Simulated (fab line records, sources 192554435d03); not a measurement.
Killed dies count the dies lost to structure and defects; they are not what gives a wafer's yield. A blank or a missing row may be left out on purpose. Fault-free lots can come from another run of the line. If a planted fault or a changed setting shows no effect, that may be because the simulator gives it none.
fab line records	flow n5-finfet
record lots=7	wafers=18	last-day=19
route steps=1938 shown FIN_SAQP@103 BEOL_M4@1111 PASSIVATION@1936
lots that met no fault: from a run of the same line without faults
start-h: start of the lot's first displayed wafer, in hours after the record's first day	wait-h: hours elapsed since this lot's preceding step	" same as the row above	L1.1+2: one row covering several wafers at once	- either no value or no given start	* or withheld: withheld	< > ~ a bound
route shown NAME@n: NAME is a module with steps in the file, n the number in the route of the first one	usual: mean and standard deviation over wafers with no fault	same: alike in all rows	chamber/n: place in a boat	sites: each site's reading	_std_site: how widely they spread, as a standard deviation	_edge_site: inner sites' mean taken away from outer sites' mean	radius-mm: how far each site lies from the wafer's centre	mask NAME#n: copy n	behind: the last tool/chamber to shape the wafer	hold: why the lot went on hold/how many hours it stayed there/how the hold came to an end	device: the n, p or np transistor that did not switch	end of line: the tests these same wafers got at the end of their route	where a step has no rows: the recipe by itself	killed: dies lost to structure and defects at the first sort, not the wafer's yield	map: a wafer's dies, marking killed ones x, the rest . and places with no die _
set.NAME: the run value of the setting; set.NAME@STEP: its run value at that earlier step	model.NAME: the simulator's own value behind a step, which no gauge read
a table for each step, a row for each wafer; lots at some steps of the route
services: a tool's chamber out of use, with start hour (start-h, from the record's first day; less than 0 if before it), hours out, and reason
## steps
# step N5_FIN_SAQP_COAT_49
# recipe resist=SOC	temp-c=250	time-s=60	spin-rpm=1500	resist-thk-nm=100
# step N5_FIN_SAQP_COAT_50
# recipe resist=SiARC	temp-c=220	time-s=60	spin-rpm=1500	resist-thk-nm=35
# step N5_FIN_SAQP_COAT_10
# recipe resist=CAR-ArF	spin-rpm=1500	resist-thk-nm=90
# step N5_FIN_SAQP_EBR_12
# recipe solvent=PGMEA	ebr-width-mm=1.5
# step N5_FIN_SAQP_SOFTBAKE_11
# recipe temp-c=110	time-s=60	resist=CAR-ArF
# step N5_FIN_SAQP_EXPOSE_13
# recipe mask-id=FIN_CORE	na=1.35	source-shape=dipole	sigma-inner=0.538	sigma-outer=0.738	polarization=te	target-cd-nm=35.6	dose-mj=63.25
# step N5_FIN_SAQP_PEB_14
# recipe peb-temp-c=withheld	peb-time-s=60	resist=CAR-ArF
# step N5_FIN_SAQP_DEVELOP_15
# recipe develop-time-s=30	developer=TMAH	resist=CAR-ArF	dev-temp-c=23	rinse-liquid=diw	dry=air-spin
# step N5_FIN_SAQP_CD_MEAS_16
# recipe target-cd-nm=35.6	landing-energy-ev=500	detector=se-inlens
# usual cd-nm=35.6/0.35
# same landing-energy-ev=500
lot.wafer	tool	chamber	start-h	wait-h	cd-nm
L181.2	cd-sem-02	0	21.27	-	35.4
L181.3	"	0	"	"	35.6
L181.5	"	0	"	"	35.6
L183.1	cd-sem-01	0	33.83	-	35.4
L183.2	"	0	"	"	35.3
L183.5	"	0	"	"	35.2
L186.2	cd-sem-03	0	51.86	-	36.0
L186.3	"	0	"	"	36.1
L186.5	"	0	"	"	35.7
L198.1	cd-sem-02	0	124.96	-	35.6
L198.3	"	0	"	"	35.3
L199.3	cd-sem-01	0	130.64	-	35.9
L199.6	"	0	"	"	36.2
L200.1	cd-sem-03	0	137.49	-	35.5
L200.3	"	0	"	"	35.0
L204.2	cd-sem-02	0	160.57	-	35.7
L204.3	"	0	"	"	35.8
L204.4	"	0	"	"	35.6
# step N5_FIN_SAQP_OVL_MEAS_17
# recipe points-per-wafer=44
# usual FIN_CORE_OVL=0.2/0.9
lot.wafer	tool	chamber	start-h	wait-h	FIN_CORE_OVL[nm]
L181.2	overlay-01	0	21.31	0.0	-0.9
L181.3	"	0	"	"	1.0
L181.5	"	0	"	"	0.4
L183.1	overlay-02	0	33.87	0.0	0.9
L183.2	"	0	"	"	0.5
L183.5	"	0	"	"	0.6
L186.2	overlay-01	0	51.90	0.0	0.3
L186.3	"	0	"	"	-0.1
L186.5	"	0	"	"	-0.3
L198.1	overlay-01	0	125.00	0.0	-0.2
L198.3	"	0	"	"	-0.9
L199.3	overlay-02	0	130.67	0.0	-0.8
L199.6	"	0	"	"	-0.6
L200.1	overlay-02	0	137.53	0.0	-0.1
L200.3	"	0	"	"	-0.8
L204.2	overlay-01	0	160.60	0.0	-1.2
L204.3	"	0	"	"	-0.1
L204.4	"	0	"	"	-0.7
# step N5_FIN_SAQP_INSPECT_18
# recipe mode=adi	inspect-instrument=brightfield
# usual raw-defect-count=426/110
lot.wafer	tool	chamber	start-h	wait-h	raw-defect-count
L181.2	defect-inspect-01	-	21.33	0.0	383
L181.3	"	-	"	"	295
L181.5	"	-	"	"	407
L183.1	defect-inspect-02	-	33.90	0.0	545
L183.2	"	-	"	"	357
L183.5	"	-	"	"	529
L186.2	defect-inspect-02	-	51.92	0.0	554
L186.3	"	-	"	"	568
L186.5	"	-	"	"	378
L198.1	defect-inspect-02	-	125.02	0.0	378
L198.3	"	-	"	"	525
L199.3	defect-inspect-01	-	130.70	0.0	459
L199.6	"	-	"	"	379
L200.1	defect-inspect-01	-	137.55	0.0	299
L200.3	"	-	"	"	200
L204.2	defect-inspect-02	-	160.63	0.0	332
L204.3	"	-	"	"	290
L204.4	"	-	"	"	357
# step N5_FIN_SAQP_DESCUM_21
# recipe chemistry=O2	time-s=7.9	source-power-w=50	bias-power-w=20	pressure-mtorr=20	rf-frequency-hz=2.712e+07	temp-c=40	resist=CAR-ArF	o2-flow-sccm=225
# usual drypump-motor-current-A=5.9/0.47	oes-product-au=0.81/0.096	rf-vpp-V=243.2/1.3	showerhead-plenum-p-Torr=2.10/0.067	throttle-valve-pct=20.42/0.24
lot.wafer	tool	chamber	start-h	wait-h	drypump-motor-current-A	oes-product-au	rf-hours-counter-h	rf-vpp-V	showerhead-plenum-p-Torr	throttle-valve-pct
L181.2	rie-diel-03	3	21.40	0.1	5.6	0.74	180	244.4	2.17	20.91
L181.3	"	1	"	"	6.5	0.68	241	243.4	2.15	20.48
L181.5	"	3	"	"	5.6	0.74	-	243.3	2.17	20.89
L183.1	rie-diel-03	2	33.93	0.0	6.7	0.98	1	243.9	2.14	20.43
L183.2	"	3	"	"	5.6	0.72	185	243.7	2.17	20.92
L183.5	"	3	"	"	5.6	0.73	-	246.1	2.17	20.91
L186.2	rie-diel-05	1	51.95	0.0	6.2	0.70	235	242.3	2.06	20.51
L186.3	"	3	"	"	5.6	0.69	239	241.5	2.07	20.37
L186.5	"	1	"	"	6.2	0.70	-	242.4	2.06	20.53
L198.1	rie-diel-03	0	125.47	0.4	6.0	0.86	53	242.2	2.02	20.34
L198.3	"	2	"	"	6.7	0.87	41	242.8	2.13	20.49
L199.3	rie-diel-03	2	130.73	0.0	6.7	0.87	43	244.3	2.13	20.50
L199.6	"	2	"	"	6.7	0.87	-	244.0	2.13	20.50
L200.1	rie-diel-03	3	137.59	0.0	5.6	0.70	221	242.3	2.16	20.97
L200.3	"	2	"	"	6.7	0.87	45	241.9	2.13	20.52
L204.2	rie-diel-05	1	160.66	0.0	6.2	0.96	12	241.4	2.05	20.21
L204.3	"	0	"	"	5.4	0.85	51	243.9	2.11	20.17
L204.4	"	0	"	"	5.4	0.86	-	243.5	2.10	20.15
# step N5_FIN_SAQP_ETCH_51
# recipe chemistry=CF4	target=SiARC	target-depth-a=455	mask-material=CAR-ArF	time-s=75.8	ion-energy-ev=80	pressure-mtorr=40	source-w=545	bias-w=36	Ar_flow_sccm=100	cf4-flow-sccm=100	ends=cleared
# usual drypump-motor-current-A=5.9/0.47	etch-rf-on-time-s=75.2/1.9	oes-product-au=0.69/0.08	rf-vpp-V=184.2/1.1	showerhead-plenum-p-Torr=2.16/0.064	throttle-valve-pct=15.64/0.23
lot.wafer	tool	chamber	start-h	wait-h	drypump-motor-current-A	etch-rf-on-time-s	oes-product-au	rf-hours-counter-h	rf-vpp-V	showerhead-plenum-p-Torr	throttle-valve-pct
L181.2	rie-diel-03	3	21.43	0.0	5.6	75.2	0.63	180	184.6	2.22	16.06
L181.3	"	1	"	"	6.5	76.9	0.59	241	184.9	2.19	15.74
L181.5	"	3	"	"	5.6	75.4	0.63	-	185.7	2.22	16.06
L183.1	rie-diel-03	2	33.97	0.0	6.7	72.6	0.84	1	184.4	2.20	15.61
L183.2	"	3	"	"	5.6	74.5	0.62	185	184.2	2.22	16.06
L183.5	"	3	"	"	5.6	75.5	0.62	-	184.7	2.22	16.07
L186.2	rie-diel-05	1	51.99	0.0	6.2	77.5	0.59	235	183.2	2.12	15.83
L186.3	"	3	"	"	5.5	74.1	0.60	239	183.6	2.13	15.68
L186.5	"	1	"	"	6.2	78.2	0.59	-	185.8	2.12	15.85
L198.1	rie-diel-03	0	125.50	0.0	6.0	119.3	0.63	53	182.4	2.10	15.60
L198.3	"	2	"	"	6.7	114.1	0.63	41	183.7	2.19	15.69
L199.3	rie-diel-03	2	130.77	0.0	6.7	113.3	0.63	43	185.6	2.18	15.69
L199.6	"	2	"	"	6.7	71.9	0.76	-	184.1	2.19	15.70
L200.1	rie-diel-03	3	137.62	0.0	5.6	118.0	0.51	221	183.7	2.21	16.13
L200.3	"	2	"	"	6.7	113.1	0.63	45	183.0	2.18	15.70
L204.2	rie-diel-05	1	160.70	0.0	6.2	75.3	0.81	12	183.5	2.11	15.41
L204.3	"	0	"	"	5.4	75.2	0.72	51	184.9	2.19	15.53
L204.4	"	0	"	"	5.3	74.9	0.73	-	185.9	2.19	15.53
# step N5_FIN_SAQP_ETCH_52
# recipe chemistry=N2/H2	target=SOC	target-depth-a=1000	overetch-a=200	mask-material=SiARC	temp-c=40	time-s=150	ion-energy-ev=200	pressure-mtorr=30	source-w=840	bias-w=150	n2-flow-sccm=200	h2-flow-sccm=200	ends=end-point
# usual drypump-motor-current-A=5.9/0.46	oes-product-au=0.72/0.081	rf-vpp-V=524.2/2.2	showerhead-plenum-p-Torr=2.56/0.083	throttle-valve-pct=17.82/0.24
lot.wafer	tool	chamber	start-h	wait-h	drypump-motor-current-A	oes-product-au	rf-hours-counter-h	rf-vpp-V	showerhead-plenum-p-Torr	throttle-valve-pct
L181.2	rie-diel-03	3	21.49	0.0	5.6	0.65	180	525.9	2.64	18.29
L181.3	"	1	"	"	6.5	0.62	241	525.6	2.61	17.90
L181.5	"	3	"	"	5.6	0.66	-	528.7	2.64	18.29
L183.1	rie-diel-03	2	34.02	0.0	6.7	0.87	1	525.1	2.60	17.75
L183.2	"	3	"	"	5.6	0.65	185	526.2	2.64	18.32
L183.5	"	3	"	"	5.6	0.65	-	526.0	2.64	18.31
L186.2	rie-diel-05	1	52.04	0.0	6.2	0.62	235	522.6	2.49	17.92
L186.3	"	3	"	"	5.5	0.61	239	521.7	2.50	17.71
L186.5	"	1	"	"	6.2	0.62	-	521.8	2.49	17.90
L198.1	rie-diel-03	0	125.56	0.0	6.0	0.77	53	521.3	2.48	17.94
L198.3	"	2	"	"	6.7	0.77	41	525.5	2.59	17.83
L199.3	rie-diel-03	2	130.82	0.0	6.7	0.76	43	524.0	2.59	17.83
L199.6	"	2	"	"	6.7	0.76	-	524.7	2.59	17.84
L200.1	rie-diel-03	3	137.68	0.0	5.6	0.62	221	526.0	2.62	18.35
L200.3	"	2	"	"	6.7	0.77	45	524.8	2.59	17.83
L204.2	rie-diel-05	1	160.75	0.0	6.1	0.85	12	522.2	2.48	17.53
L204.3	"	0	"	"	5.3	0.77	51	524.5	2.58	17.65
L204.4	"	0	"	"	5.4	0.76	-	523.9	2.58	17.68
# step N5_BEOL_M4_RC_MEAS_101
# usual DIBL_N=36.0/1.7	DIBL_P=36.2/1.9	IOFF_N=0.154/0.028	IOFF_P=0.21/0.036	ION_N=675/11	ION_P=463/8.3	SS_N=71.4/0.63	SS_P=73.2/0.55	VT_N=250.2/3	VT_P=-251/3.7
lot.wafer	tool	chamber	start-h	wait-h	DIBL_N[mV/V]	DIBL_P[mV/V]	IOFF_N[nA/um]	IOFF_P[nA/um]	ION_N[uA/um]	ION_P[uA/um]	SS_N[mV/dec]	SS_P[mV/dec]	VT_N[mV]	VT_P[mV]
L181.2	prober-02	0	192.96	0.2	36.5	36.0	0.173	0.28	703	491	70.8	73.6	246.7	-242
L181.3	"	0	"	"	36.5	35.7	0.157	0.26	687	473	71.4	73.4	249.5	-244
L181.5	"	0	"	"	34.7	33.6	0.138	0.22	690	479	70.2	72.9	249.6	-245
L186.2	prober-01	0	262.72	0.2	37.4	38.6	0.169	0.20	681	462	71.7	73.6	249.5	-254
L186.3	"	0	"	"	35.7	37.4	0.144	0.18	686	467	71.2	72.8	250.5	-254
L186.5	"	0	"	"	35.9	36.7	0.131	0.16	654	444	71.7	73.5	252.7	-255
L183.1	prober-01	0	306.90	0.0	36.1	37.7	0.192	0.24	691	470	72.3	74.3	246.1	-250
L183.2	"	0	"	"	35.2	36.8	0.161	0.22	682	468	71.5	74.2	249.8	-252
L183.5	"	0	"	"	34.1	35.4	0.134	0.19	678	466	71.5	73.2	254.3	-252
L198.1	prober-01	0	330.18	0.0	33.6	34.5	0.131	0.17	675	460	71.1	73.3	252.0	-254
L198.3	"	0	"	"	30.1	29.5	0.082	0.12	643	444	70.7	71.4	257.1	-259
L199.3	prober-02	0	339.73	0.3	35.9	36.0	0.158	0.23	666	465	71.2	73.2	251.2	-248
L199.6	"	0	"	"	36.9	36.5	0.172	0.23	682	468	72.4	73.1	246.2	-250
L200.1	prober-01	0	339.84	0.0	37.6	37.2	0.167	0.23	667	467	71.5	73.9	250.3	-249
L200.3	"	0	"	"	35.0	34.2	0.129	0.19	669	456	70.8	72.8	252.8	-248
L204.2	prober-02	0	347.19	0.2	34.4	35.4	0.131	0.19	682	469	70.7	72.8	252.0	-249
L204.3	"	0	"	"	40.2	41.1	0.244	0.28	697	463	72.4	74.3	245.3	-248
L204.4	"	0	"	"	36.7	37.8	0.166	0.23	670	461	72.1	73.2	249.8	-246
# step N5_PASSIVATION_PROBE_49
# usual defect-limited-yield=90.9/1.4	killed_at_M0_to_M3=38/11	killed_at_M4_up=13/5.9	killed-at-contacts=14/6.4	killed-at-front-end=38/11	killed-at-other=3.3/2.5	killed-dies=107/16	killed-open=70/12	killed-short=35/7.7	sort_bin_4_leakage=0.00/0.007	sort_bin_5_function=5.3/0.94	sort_bin_6_memory=3.5/0.7	sort-n-pass=1073/16	sort-yield-pct=90.9/1.4
# same gross-dies=1180	killed-at-back-side=0	sort_bin_8_speed[%]=0
lot.wafer	tool	chamber	start-h	wait-h	defect-limited-yield[%]	killed_at_M0_to_M3	killed_at_M4_up	killed-at-contacts	killed-at-front-end	killed-at-other	killed-dies	killed-open	killed-short	sort_bin_4_leakage[%]	sort_bin_5_function[%]	sort_bin_6_memory[%]	sort-n-pass	sort-yield-pct[%]
L181.2	prober-01	-	290.97	0.1	91.5	35	11	20	31	3	100	68	32	0	5.4	3.0	1080	91.5
L181.3	prober-01	-	291.02	0.1	88.4	48	20	14	49	6	137	95	40	0	7.3	4.0	1043	88.4
L181.5	prober-01	-	291.12	0.2	90.3	40	11	24	39	1	115	80	35	0	6.1	3.6	1065	90.3
L186.2	prober-01	-	372.09	0.1	90.3	34	15	15	44	7	115	69	41	0	6.3	2.7	1065	90.3
L186.3	prober-01	-	372.14	0.1	88.6	31	29	19	53	2	134	86	46	0	6.0	4.9	1046	88.6
L186.5	prober-01	-	372.24	0.2	91.8	37	7	12	39	2	97	56	39	0	4.2	3.9	1083	91.8
L198.1	prober-01	-	443.68	0.0	91.4	26	6	16	44	9	101	65	36	0	4.7	3.4	1079	91.4
L198.3	prober-01	-	443.78	0.1	92.4	24	8	6	46	6	90	66	23	0	4.0	3.2	1090	92.4
# killed by level:class
L181.2 MOL_CONTACT_COAG:geometric-particle:open=19 BEOL_M3:geometric-particle:open=9 FIN_SAQP:geometric-particle:short=7 BEOL_M2:geometric-particle:open=7 BEOL_M0_SAQP:geometric-particle:open=6 FIN_SAQP:geometric-particle:open=5 GATE_CUT:geometric-particle:short=4 BEOL_M1:geometric-particle:open=4
L181.3 BEOL_M3:geometric-particle:open=15 BEOL_M0_SAQP:geometric-particle:open=15 MOL_CONTACT_COAG:geometric-particle:open=13 BEOL_M4:geometric-particle:open=9 GATE_CUT:geometric-particle:short=9 FIN_SAQP:geometric-particle:open=7 BEOL_M0_SAQP:geometric-particle:short=7 BEOL_M2:geometric-particle:open=6
L181.5 MOL_CONTACT_COAG:geometric-particle:open=17 FIN_SAQP:geometric-particle:open=9 BEOL_M0_SAQP:geometric-particle:open=9 BEOL_M3:geometric-particle:open=8 MOL_CONTACT_COAG:geometric-particle:short=7 BEOL_M0_SAQP:geometric-particle:short=7 BEOL_M2:geometric-particle:open=6 FIN_SAQP:geometric-particle:short=5
L186.2 MOL_CONTACT_COAG:geometric-particle:open=11 BEOL_M0_SAQP:geometric-particle:short=10 FIN_SAQP:geometric-particle:short=8 FIN_SAQP:geometric-particle:open=8 STI_FIN_REVEAL:geometric-particle:open=7 BEOL_M3:geometric-particle:open=7 BEOL_M0_SAQP:geometric-particle:open=6 STARTING-WAFER:geometric-particle:open=6
L186.3 FIN_SAQP:geometric-particle:open=18 MOL_CONTACT_COAG:geometric-particle:open=13 FIN_SAQP:geometric-particle:short=10 BEOL_M0_SAQP:geometric-particle:short=9 BEOL_M4:geometric-particle:open=9 BEOL_M5:geometric-particle:open=8 MOL_CONTACT_COAG:geometric-particle:short=6 BEOL_M0_SAQP:geometric-particle:open=6
L186.5 BEOL_M0_SAQP:geometric-particle:short=12 BEOL_M3:geometric-particle:open=9 MOL_CONTACT_COAG:geometric-particle:open=9 FIN_SAQP:geometric-particle:short=8 BEOL_M0_SAQP:geometric-particle:open=8 FIN_SAQP:geometric-particle:open=7 STI_FIN_REVEAL:geometric-particle:open=5 STARTING-WAFER:geometric-particle:open=4
L198.1 FIN_SAQP:geometric-particle:short=15 MOL_CONTACT_COAG:geometric-particle:open=14 STI_FIN_REVEAL:geometric-particle:open=8 BEOL_M1:geometric-particle:open=7 FIN_SAQP:geometric-particle:open=6 BEOL_M2:geometric-particle:open=5 BEOL_M3:geometric-particle:open=5 PASS1_CAP:geometric-particle:open=4
L198.3 STI_FIN_REVEAL:geometric-particle:open=17 FIN_SAQP:geometric-particle:open=12 STI_FIN_REVEAL:geometric-particle:short=6 BEOL_M0_SAQP:geometric-particle:short=5 MOL_CONTACT_COAG:geometric-particle:open=5 STARTING-WAFER:geometric-particle:open=5 BEOL_M0_SAQP:geometric-particle:open=4 BEOL_M1:geometric-particle:open=4
## services
tool	chamber	start-h	hours	kind
rie-diel-03	3	3.77	3.7	repair
rie-diel-03	2	16.37	-	clean
rie-diel-03	2	16.37	-	consumable-replace:focus-ring
rie-diel-03	2	16.37	14.0	scheduled-down
rie-diel-03	2	16.37	14.0	vent-cycle
rie-diel-05	0	23.53	-	clean
rie-diel-05	0	23.53	-	consumable-replace:focus-ring
rie-diel-05	0	23.53	21.8	scheduled-down
rie-diel-05	0	23.53	21.8	vent-cycle
rie-diel-03	1	42.06	-	clean
rie-diel-03	1	42.06	-	consumable-replace:focus-ring
rie-diel-03	1	42.06	20.8	scheduled-down
rie-diel-03	1	42.06	20.8	vent-cycle
rie-diel-05	2	60.15	2.0	repair
rie-diel-05	1	84.10	21.9	repair
rie-diel-05	3	96.30	1.8	repair
rie-diel-05	2	100.11	16.3	repair
rie-diel-05	1	116.46	-	clean
rie-diel-05	1	116.46	-	consumable-replace:focus-ring
rie-diel-05	3	119.45	6.4	repair
rie-diel-05	3	134.83	-	clean
rie-diel-05	3	134.83	-	consumable-replace:focus-ring
rie-diel-05	3	134.83	29.9	scheduled-down
rie-diel-03	2	157.49	2.7	repair
## key
first-sign step=N5_FIN_SAQP_ETCH_51	reading=etch-rf-on-time-s	direction=up	sigmas=21	usual=*	struck=*
effect none on later readings
met-at N5_FIN_SAQP_ETCH_51
struck-wafers L198.1,L198.3,L199.3,L200.1,L200.3
onset-between 33.97 125.50
fault kind=process-parameter-drift	tool=rie-diel-03	chamber=-	onset-h=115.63	steps=N5_FIN_SAQP_ETCH_51	channel=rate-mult	offset=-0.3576	shape=step	end-h=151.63	scope=struck-wafers-only
